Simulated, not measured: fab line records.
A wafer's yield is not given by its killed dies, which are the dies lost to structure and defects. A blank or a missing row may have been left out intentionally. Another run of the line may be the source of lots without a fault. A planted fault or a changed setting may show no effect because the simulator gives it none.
Chamber matching + flow n5Finfet + N5_PMOS_HMC_CHANNEL_EPI_CMP_21 on cmp-03 has 4 sister chambers
The step polishes SiGe30, target thk 54 nm. 8 wafers are shown with their chamber, then 9 later ones without.

WAFERS PAIRED WITH THEIR CHAMBERS
| wafer  | chamber | motorCurrentA (A) |
|--------|---------|-------------------|
| L080.6 | 2       | 13.5              |
| L081.1 | 0       | 12.6              |
| L085.1 | 1       | 13.7              |
| L085.2 | 0       | 11.8              |
| L085.3 | 3       | 13.7              |
| L091.2 | 1       | 14.7              |
| L091.3 | 2       | 13.5              |
| L091.6 | 3       | 14.9              |

WAFERS MISSING THEIR CHAMBER
| wafer  | motorCurrentA (A) |
|--------|-------------------|
| L093.1 | 11.7              |
| L093.2 | 13.4              |
| L093.5 | 13.2              |
| L094.1 | 14.6              |
| L094.2 | 11.8              |
| L094.4 | 14.0              |
| L097.1 | 13.2              |
| L097.4 | 14.5              |
| L097.6 | 14.2              |

CHAMBER TAKEN BY EACH
| wafer  | from the rows above               | in truth |
|--------|-----------------------------------|----------|
| L093.1 | 0                                 | 0        |
| L093.2 | can't be placed: 2 or 1 or 3 or 0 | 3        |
| L093.5 | can't be placed: 2 or 0 or 1 or 3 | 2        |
| L094.1 | can't be placed: 3 or 1 or 2      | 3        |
| L094.2 | 0                                 | 0        |
| L094.4 | can't be placed: 1 or 3 or 2      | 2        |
| L097.1 | can't be placed: 2 or 0 or 1 or 3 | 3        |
| L097.4 | can't be placed: 3 or 1 or 2      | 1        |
| L097.6 | can't be placed: 1 or 3 or 2      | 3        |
Placed correctly: 2 of 9. Cannot be placed on the basis of these rows: 7; the candidates contain the true chamber in 7. Placed wrongly: 0.
How it was worked out, from the rows above alone: a wafer's distance from a chamber is the root of the sum, over the readings, of the square of ((its reading less the chamber's mean) divided by the reading's scatter). The wafer belongs to the nearest chamber; if the next one is less than 2 further off, it can't be placed. For every chamber, the mean is computed from those of its wafers that are shown. How the scatter is found: for the shown wafers, subtract from each reading the mean of its chamber, square and add these, divide the total by (wafers less chambers), then take the root.
